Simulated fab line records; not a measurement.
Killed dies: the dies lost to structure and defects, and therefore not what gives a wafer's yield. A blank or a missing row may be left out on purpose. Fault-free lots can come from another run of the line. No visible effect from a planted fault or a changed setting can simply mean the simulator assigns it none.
The tool behind it: which one? | flow n5 finfet | Sampling: 21 lots, 63 wafers, 6 of 1938 route steps

WHAT THE GAUGES READ, wafer by wafer
The record holds no reading of a measuring or inspecting step that can be judged against a usual standard deviation.

TOOL THAT RAN EACH LOT (tool first, then ch and the chambers of the sampled wafers, then the start)
lot  | N5_BEOL_M9_VIA_ETCH_34             | N5_BEOL_M9_TRENCH_ETCH_37                     | N5_BEOL_M9_ALD_74                   | N5_BEOL_M9_ANNEAL_51             | N5_BEOL_M10_HM_OPEN_17            | N5_BEOL_M10_ETCH_66
L074 | rie diel-02 ch 1,3, day 9 16:40    | rie diel-02 ch 1,3, day 9 17:57 or earlier    | ald metal-01 ch 1,2,3, day 9 17:57  | rtp anneal-02 ch 0, day 9 22:07  | rie metal-02 ch 0,1, day 10 01:39 | rie diel-01 ch 0,2, day 10 02:50
L075 | rie diel-02 ch 0,1,3, day 10 02:47 | rie diel-02 ch 0,1,3, day 10 03:57 or earlier | ald metal-04 ch 0,2,3, day 10 03:57 | rtp anneal-02 ch 0, day 10 07:30 | rie metal-02 ch 0,1, day 10 10:23 | rie diel-01 ch 0,2, day 10 11:53
L077 | rie diel-04 ch 2,3, day 10 13:27   | rie diel-04 ch 2,3, day 10 14:31 or earlier   | ald metal-04 ch 0,2, day 10 14:31   | rtp anneal-02 ch 0, day 10 17:22 | rie metal-01 ch 0,1, day 10 19:56 | rie diel-06 ch 0,1,2, day 10 20:35
L076 | rie diel-02 ch 0,1,3, day 10 13:44 | rie diel-02 ch 0,1,3, day 10 14:46 or earlier | ald metal-04 ch 0,2,3, day 10 14:46 | rtp anneal-02 ch 0, day 10 19:06 | rie metal-03 ch 0,1, day 10 21:40 | rie diel-01 ch 0,1,2, day 10 22:47
L078 | rie diel-04 ch 1,3, day 10 22:53   | rie diel-04 ch 1,3, day 11 00:02 or earlier   | ald metal-01 ch 2,3, day 11 00:02   | rtp anneal-01 ch 0, day 11 01:05 | rie metal-01 ch 0, day 11 03:40   | rie diel-05 ch 0,1,3, day 11 06:29
L079 | rie diel-04 ch 0,1,2, day 11 00:36 | rie diel-04 ch 0,1,2, day 11 01:30 or earlier | ald metal-03 ch 0,2,3, day 11 01:30 | rtp anneal-02 ch 0, day 11 02:16 | rie metal-01 ch 0,1, day 11 04:34 | rie diel-01 ch 1,3, day 11 06:53
L080 | rie diel-03 ch 0,2,3, day 11 06:39 | rie diel-03 ch 0,2,3, day 11 07:52 or earlier | ald metal-03 ch 0,1, day 11 07:52   | rtp anneal-01 ch 0, day 11 09:16 | rie metal-01 ch 0,1, day 11 12:17 | rie diel-01 ch 1,3, day 11 14:06
L081 | rie diel-04 ch 0,3, day 11 10:22   | rie diel-04 ch 0,3, day 11 11:25 or earlier   | ald metal-01 ch 1,2,3, day 11 11:25 | rtp anneal-01 ch 0, day 11 13:22 | rie metal-03 ch 0,1, day 11 15:41 | rie diel-05 ch 0,2,3, day 11 17:44
L083 | rie diel-04 ch 1,2,3, day 11 16:06 | rie diel-04 ch 1,2,3, day 11 17:13 or earlier | ald metal-01 ch 1,2,3, day 11 17:13 | rtp anneal-02 ch 0, day 11 20:11 | rie metal-03 ch 0,1, day 11 22:55 | rie diel-06 ch 0,1,3, day 11 23:41
L082 | rie diel-02 ch 0,2,3, day 11 16:16 | rie diel-02 ch 0,2,3, day 11 18:17 or earlier | ald metal-03 ch 1,2, day 11 18:17   | rtp anneal-01 ch 0, day 11 20:41 | rie metal-01 ch 0,1, day 11 23:26 | rie diel-01 ch 0,2, day 12 00:15
L084 | rie diel-04 ch 2,3, day 12 04:16   | rie diel-04 ch 2,3, day 12 05:59 or earlier   | ald metal-04 ch 0,1,3, day 12 05:59 | rtp anneal-02 ch 0, day 12 07:04 | rie metal-02 ch 1, day 12 11:34   | rie diel-06 ch 0,2, day 12 15:22
L085 | rie diel-04 ch 1,2,3, day 12 16:21 | rie diel-04 ch 1,2,3, day 12 17:15 or earlier | ald metal-01 ch 0,2, day 12 17:15   | rtp anneal-02 ch 0, day 12 18:28 | rie metal-03 ch 1, day 12 21:43   | rie diel-01 ch 0,3, day 13 02:16
L089 | rie diel-04 ch 0,1,2, day 13 09:05 | rie diel-04 ch 0,1,2, day 13 10:12 or earlier | ald metal-01 ch 0,2,3, day 13 10:12 | rtp anneal-01 ch 0, day 13 11:08 | rie metal-03 ch 0,1, day 13 15:23 | rie diel-01 ch 2,3, day 13 17:18
L090 | rie diel-02 ch 0,2,3, day 13 17:17 | rie diel-02 ch 0,2,3, day 13 18:23 or earlier | ald metal-03 ch 1,2,3, day 13 18:23 | rtp anneal-01 ch 0, day 13 19:31 | rie metal-03 ch 0,1, day 13 21:45 | rie diel-06 ch 0,1,3, day 13 22:26
L088 | rie diel-04 ch 0,2, day 13 19:45   | rie diel-04 ch 0,2, day 13 20:47 or earlier   | ald metal-01 ch 0,1, day 13 20:47   | rtp anneal-02 ch 0, day 13 21:32 | rie metal-02 ch 0,1, day 14 00:40 | rie diel-01 ch 1,2,3, day 14 01:44
L091 | rie diel-04 ch 1,2,3, day 14 09:05 | rie diel-04 ch 1,2,3, day 14 10:32 or earlier | ald metal-01 ch 0,3, day 14 10:32   | rtp anneal-02 ch 0, day 14 12:20 | rie metal-03 ch 0,1, day 14 15:50 | rie diel-06 ch 0,1, day 14 18:27
L092 | rie diel-04 ch 1,3, day 14 11:53   | rie diel-04 ch 1,3, day 14 13:07 or earlier   | ald metal-03 ch 0,1,3, day 14 13:07 | rtp anneal-02 ch 0, day 14 15:08 | rie metal-02 ch 0,1, day 14 19:58 | rie diel-06 ch 2,3, day 14 22:46
L094 | rie diel-03 ch 0,1, day 14 14:12   | rie diel-03 ch 0,1, day 14 15:14 or earlier   | ald metal-01 ch 0,2,3, day 14 15:14 | rtp anneal-02 ch 0, day 14 16:28 | rie metal-02 ch 0,1, day 14 20:07 | rie diel-05 ch 0,1, day 14 22:40
L095 | rie diel-02 ch 0,1, day 14 22:18   | rie diel-02 ch 0,1, day 14 23:26 or earlier   | ald metal-04 ch 0,2, day 14 23:26   | rtp anneal-01 ch 0, day 15 00:37 | rie metal-03 ch 1, day 15 03:22   | rie diel-05 ch 1,2,3, day 15 04:07
L096 | rie diel-03 ch 2,3, day 15 15:35   | rie diel-03 ch 2,3, day 15 16:39 or earlier   | ald metal-01 ch 0,2, day 15 16:39   | rtp anneal-01 ch 0, day 15 17:22 | rie metal-01 ch 0,1, day 15 20:13 | rie diel-06 ch 1,2,3, day 15 21:15
L097 | rie diel-04 ch 2,3, day 16 01:25   | rie diel-04 ch 2,3, day 16 04:59 or earlier   | ald metal-04 ch 0,2, day 16 04:59   | rtp anneal-02 ch 0, day 16 05:58 | rie metal-01 ch 1, day 16 08:11   | rie diel-05 ch 1,2, day 16 10:07
- N5_BEOL_M9_VIA_ETCH_34: etches SiCOH lowk in C4F6/O2, target depth 182.4 nm, time 68.4 s.
- N5_BEOL_M9_TRENCH_ETCH_37: etches SiCOH lowk in C4F6/O2, target depth 151.43 nm, time 49 s.
- N5_BEOL_M9_ALD_74: deposits TaN, target thk 2 nm, pulse time 2 s, purge time 3 s.
- N5_BEOL_M9_ANNEAL_51: time 90 s.
- N5_BEOL_M10_HM_OPEN_17: chemistry Cl2/BCl3, target TiN, target depth 20 nm, overetch 6 nm.
- N5_BEOL_M10_ETCH_66: etches SOC in N2/H2, target depth 120 nm, overetch 24 nm, time 180 s.

WHAT THE TOOLS THEMSELVES READ (means of the sampled wafers that have a number; where no wafer has one, the mark that the record gives instead)
N5_BEOL_M9_VIA_ETCH_34. Usual: C4F6_flow_sccm 9.998 sccm, standard deviation 0.029; drypump motor current A 5.8 A, standard deviation 0.35; oes_o_777_au 0.79 a.u., standard deviation 0.096; oes product au 0.79 a.u., standard deviation 0.1; rf vpp V 664 V, standard deviation 6.8; showerhead plenum p Torr 2.82 Torr, standard deviation 0.081; throttle valve pct 20.87 %, standard deviation 0.27.
lot  | tool        | C4F6_flow_sccm (sccm) | drypump motor current A (A) | oes_o_777_au (a.u.) | oes product au (a.u.) | rf vpp V (V) | showerhead plenum p Torr (Torr) | throttle valve pct (%) | flag
L074 | rie diel-02 | 10.034                | 6.1                         | 0.87                | 0.88                  | 665          | 2.81                            | 20.39                  |
L075 | rie diel-02 | 10.000                | 5.9                         | 0.80                | 0.81                  | 663          | 2.80                            | 20.67                  |
L077 | rie diel-04 | 9.984                 | 5.7                         | 0.86                | 0.87                  | 661          | 2.80                            | 20.90                  |
L076 | rie diel-02 | 10.028                | 5.9                         | 0.79                | 0.80                  | 662          | 2.79                            | 20.67                  |
L078 | rie diel-04 | 9.979                 | 6.0                         | 0.73                | 0.73                  | 671          | 2.90                            | 20.89                  |
L079 | rie diel-04 | 9.999                 | 5.8                         | 0.79                | 0.79                  | 668          | 2.85                            | 20.94                  |
L080 | rie diel-03 | 9.992                 | 6.2                         | 0.74                | 0.74                  | 659          | 2.73                            | 20.97                  |
L081 | rie diel-04 | 10.008                | 5.7                         | 0.70                | 0.69                  | 665          | 2.81                            | 21.19                  |
L083 | rie diel-04 | 9.981                 | 5.9                         | 0.79                | 0.79                  | 665          | 2.85                            | 20.91                  |
L082 | rie diel-02 | 10.006                | 5.7                         | 0.84                | 0.84                  | 664          | 2.85                            | 20.66                  |
L084 | rie diel-04 | 10.027                | 5.7                         | 0.83                | 0.84                  | 659          | 2.80                            | 20.92                  |
L085 | rie diel-04 | 9.987                 | 5.9                         | 0.78                | 0.78                  | 665          | 2.85                            | 20.92                  |
L089 | rie diel-04 | 10.012                | 5.8                         | 0.76                | 0.76                  | 667          | 2.84                            | 20.97                  |
L090 | rie diel-02 | 9.988                 | 5.7                         | 0.82                | 0.82                  | 664          | 2.84                            | 20.67                  |
L088 | rie diel-04 | 9.982                 | 5.7                         | 0.81                | 0.82                  | 661          | 2.79                            | 21.00                  |
L091 | rie diel-04 | 9.976                 | 5.9                         | 0.87                | 0.87                  | 665          | 2.84                            | 20.81                  |
L092 | rie diel-04 | 9.986                 | 6.0                         | 0.81                | 0.82                  | 671          | 2.88                            | 20.81                  |
L094 | rie diel-03 | 9.969                 | 5.6                         | 0.77                | 0.78                  | 666          | 2.77                            | 20.97                  |
L095 | rie diel-02 | 10.006                | 5.7                         | 0.71                | 0.71                  | 658          | 2.77                            | 20.99                  |
L096 | rie diel-03 | 9.982                 | 6.2                         | 0.71                | 0.71                  | 657          | 2.72                            | 20.97                  |
L097 | rie diel-04 | 9.997                 | 5.7                         | 0.88                | 0.89                  | 659          | 2.78                            | 20.82                  |

N5_BEOL_M9_TRENCH_ETCH_37. Usual: C4F6_flow_sccm 10.002 sccm, standard deviation 0.03; drypump motor current A 5.8 A, standard deviation 0.35; oes_o_777_au 0.79 a.u., standard deviation 0.095; oes product au 0.79 a.u., standard deviation 0.1; rf vpp V 664 V, standard deviation 6.7; showerhead plenum p Torr 2.82 Torr, standard deviation 0.081; throttle valve pct 20.89 %, standard deviation 0.27.
lot  | tool        | C4F6_flow_sccm (sccm) | drypump motor current A (A) | oes_o_777_au (a.u.) | oes product au (a.u.) | rf vpp V (V) | showerhead plenum p Torr (Torr) | throttle valve pct (%) | flag
L074 | rie diel-02 | 10.026                | 6.1                         | 0.86                | 0.88                  | 666          | 2.81                            | 20.40                  |
L075 | rie diel-02 | 10.001                | 5.9                         | 0.80                | 0.81                  | 662          | 2.80                            | 20.70                  |
L077 | rie diel-04 | 9.983                 | 5.7                         | 0.86                | 0.87                  | 660          | 2.80                            | 20.92                  |
L076 | rie diel-02 | 10.003                | 5.9                         | 0.79                | 0.81                  | 662          | 2.79                            | 20.70                  |
L078 | rie diel-04 | 10.005                | 6.0                         | 0.73                | 0.73                  | 670          | 2.90                            | 20.92                  |
L079 | rie diel-04 | 10.001                | 5.8                         | 0.79                | 0.78                  | 667          | 2.85                            | 20.97                  |
L080 | rie diel-03 | 9.981                 | 6.2                         | 0.75                | 0.74                  | 659          | 2.73                            | 21.01                  |
L081 | rie diel-04 | 10.015                | 5.7                         | 0.69                | 0.69                  | 665          | 2.81                            | 21.22                  |
L083 | rie diel-04 | 10.009                | 5.9                         | 0.79                | 0.79                  | 665          | 2.85                            | 20.92                  |
L082 | rie diel-02 | 10.037                | 5.7                         | 0.84                | 0.84                  | 664          | 2.85                            | 20.68                  |
L084 | rie diel-04 | 10.021                | 5.7                         | 0.84                | 0.84                  | 660          | 2.80                            | 20.94                  |
L085 | rie diel-04 | 10.024                | 5.9                         | 0.77                | 0.78                  | 666          | 2.85                            | 20.93                  |
L089 | rie diel-04 | 9.997                 | 5.8                         | 0.76                | 0.76                  | 666          | 2.84                            | 20.99                  |
L090 | rie diel-02 | 9.985                 | 5.7                         | 0.82                | 0.83                  | 664          | 2.84                            | 20.70                  |
L088 | rie diel-04 | 9.984                 | 5.7                         | 0.81                | 0.81                  | 662          | 2.79                            | 21.00                  |
L091 | rie diel-04 | 10.002                | 5.9                         | 0.86                | 0.87                  | 666          | 2.84                            | 20.83                  |
L092 | rie diel-04 | 9.960                 | 6.0                         | 0.81                | 0.81                  | 671          | 2.89                            | 20.83                  |
L094 | rie diel-03 | 10.031                | 5.6                         | 0.77                | 0.78                  | 666          | 2.77                            | 21.00                  |
L095 | rie diel-02 | 9.984                 | 5.7                         | 0.71                | 0.72                  | 659          | 2.77                            | 21.03                  |
L096 | rie diel-03 | 9.983                 | 6.2                         | 0.71                | 0.71                  | 658          | 2.72                            | 21.00                  |
L097 | rie diel-04 | 9.985                 | 5.7                         | 0.88                | 0.88                  | 660          | 2.78                            | 20.86                  |

N5_BEOL_M9_ALD_74. Usual: heater power w 399 W, standard deviation 35; precursor vessel pressure torr 26.25 Torr, standard deviation 0.053.
lot  | tool         | heater power w (W) | precursor vessel pressure torr (Torr) | flag
L074 | ald metal-01 | 379                | 26.26                                 |
L075 | ald metal-04 | 428                | 26.24                                 |
L077 | ald metal-04 | 430                | 26.24                                 |
L076 | ald metal-04 | 438                | 26.30                                 |
L078 | ald metal-01 | 358                | 26.19                                 |
L079 | ald metal-03 | 391                | 26.31                                 |
L080 | ald metal-03 | 414                | 26.27                                 |
L081 | ald metal-01 | 382                | 26.28                                 |
L083 | ald metal-01 | 381                | 26.29                                 |
L082 | ald metal-03 | 398                | 26.26                                 |
L084 | ald metal-04 | 415                | 26.22                                 |
L085 | ald metal-01 | 361                | 26.25                                 |
L089 | ald metal-01 | 391                | 26.22                                 |
L090 | ald metal-03 | 388                | 26.24                                 |
L088 | ald metal-01 | 413                | 26.23                                 |
L091 | ald metal-01 | 428                | 26.32                                 |
L092 | ald metal-03 | 394                | 26.21                                 |
L094 | ald metal-01 | 389                | 26.25                                 |
L095 | ald metal-04 | 424                | 26.27                                 |
L096 | ald metal-01 | 358                | 26.24                                 |
L097 | ald metal-04 | 433                | 26.21                                 |

N5_BEOL_M9_ANNEAL_51. Usual: wafer_temp_C_max reads 225.65 (standard deviation 0.23).
lot  | tool          | wafer_temp_C_max | flag
L074 | rtp anneal-02 | 225.84           |
L075 | rtp anneal-02 | 225.87           |
L077 | rtp anneal-02 | 225.55           |
L076 | rtp anneal-02 | 225.75           |
L078 | rtp anneal-01 | 225.48           |
L079 | rtp anneal-02 | 225.85           |
L080 | rtp anneal-01 | 225.60           |
L081 | rtp anneal-01 | 225.54           |
L083 | rtp anneal-02 | 225.74           |
L082 | rtp anneal-01 | 225.56           |
L084 | rtp anneal-02 | 225.82           |
L085 | rtp anneal-02 | 225.77           |
L089 | rtp anneal-01 | 225.64           |
L090 | rtp anneal-01 | 225.59           |
L088 | rtp anneal-02 | 226.03           |
L091 | rtp anneal-02 | 225.52           |
L092 | rtp anneal-02 | 225.70           |
L094 | rtp anneal-02 | 225.44           |
L095 | rtp anneal-01 | 225.48           |
L096 | rtp anneal-01 | 225.22           |
L097 | rtp anneal-02 | 225.65           |

N5_BEOL_M10_HM_OPEN_17. Usual: drypump motor current A 5.9 A, standard deviation 0.32; mfc cl2 sccm 53.25 sccm, standard deviation 0.16; oes product au 0.66 a.u., standard deviation 0.085; throttle valve pct 22.00 %, standard deviation 0.11.
lot  | tool         | drypump motor current A (A) | mfc cl2 sccm (sccm) | oes product au (a.u.) | throttle valve pct (%) | flag
L074 | rie metal-02 | 6.2                         | 53.26               | 0.71                  | 21.97                  |
L075 | rie metal-02 | 6.2                         | 53.30               | 0.73                  | 21.88                  |
L077 | rie metal-01 | 5.5                         | 53.50               | 0.68                  | 22.07                  |
L076 | rie metal-03 | 5.9                         | 53.08               | 0.62                  | 21.96                  |
L078 | rie metal-01 | 5.6                         | 53.32               | 0.74                  | 22.03                  |
L079 | rie metal-01 | 5.4                         | 53.26               | 0.60                  | 22.15                  |
L080 | rie metal-01 | 5.4                         | 53.08               | 0.60                  | 22.14                  |
L081 | rie metal-03 | 6.0                         | 53.25               | 0.59                  | 21.95                  |
L083 | rie metal-03 | 5.9                         | 53.19               | 0.62                  | 21.97                  |
L082 | rie metal-01 | 5.5                         | 53.29               | 0.67                  | 22.08                  |
L084 | rie metal-02 | 6.2                         | 53.13               | 0.75                  | 21.80                  |
L085 | rie metal-03 | 5.8                         | 53.17               | 0.66                  | 21.97                  |
L089 | rie metal-03 | 5.9                         | 53.06               | 0.61                  | 21.97                  |
L090 | rie metal-03 | 5.9                         | 53.28               | 0.60                  | 21.99                  |
L088 | rie metal-02 | 6.1                         | 53.36               | 0.69                  | 21.98                  |
L091 | rie metal-03 | 6.0                         | 53.24               | 0.58                  | 21.97                  |
L092 | rie metal-02 | 6.2                         | 53.30               | 0.69                  | 21.98                  |
L094 | rie metal-02 | 6.2                         | 53.39               | 0.68                  | 21.99                  |
L095 | rie metal-03 | 5.8                         | 53.12               | 0.65                  | 21.98                  |
L096 | rie metal-01 | 5.4                         | 53.22               | 0.78                  | 22.01                  |
L097 | rie metal-01 | 5.4                         | 53.47               | 0.82                  | 21.98                  |

N5_BEOL_M10_ETCH_66. Usual: drypump motor current A 5.5 A, standard deviation 0.44; oes product au 0.65 a.u., standard deviation 0.057; rf vpp V 523.8 V, standard deviation 2.7; showerhead plenum p Torr 2.54 Torr, standard deviation 0.094; throttle valve pct 17.79 %, standard deviation 0.19.
lot  | tool        | drypump motor current A (A) | oes product au (a.u.) | rf vpp V (V) | showerhead plenum p Torr (Torr) | throttle valve pct (%) | flag
L074 | rie diel-01 | 5.6                         | 0.60                  | 521.3        | 2.47                            | 17.94                  |
L075 | rie diel-01 | 5.6                         | 0.60                  | 522.3        | 2.46                            | 17.94                  |
L077 | rie diel-06 | 5.6                         | 0.64                  | 526.4        | 2.62                            | 17.95                  |
L076 | rie diel-01 | 5.7                         | 0.58                  | 522.7        | 2.48                            | 18.01                  |
L078 | rie diel-05 | 5.5                         | 0.69                  | 525.1        | 2.58                            | 17.54                  |
L079 | rie diel-01 | 5.5                         | 0.58                  | 522.2        | 2.48                            | 17.85                  |
L080 | rie diel-01 | 5.5                         | 0.61                  | 521.5        | 2.46                            | 17.72                  |
L081 | rie diel-05 | 5.4                         | 0.67                  | 523.2        | 2.54                            | 17.72                  |
L083 | rie diel-06 | 5.6                         | 0.69                  | 526.9        | 2.65                            | 17.88                  |
L082 | rie diel-01 | 5.9                         | 0.73                  | 521.6        | 2.49                            | 17.83                  |
L084 | rie diel-06 | 5.5                         | 0.59                  | 524.5        | 2.56                            | 18.00                  |
L085 | rie diel-01 | 5.9                         | 0.71                  | 521.7        | 2.49                            | 17.80                  |
L089 | rie diel-01 | 5.3                         | 0.61                  | 521.0        | 2.44                            | 17.68                  |
L090 | rie diel-06 | 5.6                         | 0.67                  | 527.1        | 2.64                            | 17.91                  |
L088 | rie diel-01 | 5.4                         | 0.66                  | 521.1        | 2.45                            | 17.67                  |
L091 | rie diel-06 | 5.3                         | 0.64                  | 527.2        | 2.67                            | 17.96                  |
L092 | rie diel-06 | 5.8                         | 0.72                  | 525.2        | 2.56                            | 17.77                  |
L094 | rie diel-05 | 5.9                         | 0.66                  | 523.9        | 2.53                            | 17.61                  |
L095 | rie diel-05 | 5.6                         | 0.65                  | 525.0        | 2.56                            | 17.75                  |
L096 | rie diel-06 | 5.9                         | 0.69                  | 525.5        | 2.58                            | 17.84                  |
L097 | rie diel-05 | 5.8                         | 0.64                  | 522.7        | 2.48                            | 17.93                  |

THE ANSWER, worked out from the rows above alone
Rule: take the mean of a lot's wafers that have a number; if it is more than 3 standard deviations from the usual mean, the lot is off. Also off: a lot with no number at a reading for which 4 or more lots have one. Any other lot the step has rows for is counted as sound. First the gauges in route order, then the tools' own readings, where a lot's mean is used as printed above. The first step at which some lot is off is used, and at that step the reading that is off furthest; a lot without a number counts as furthest.
No lot is off at any reading shown: from this, nothing can be told.

WHAT THE SIMULATOR PUT IN
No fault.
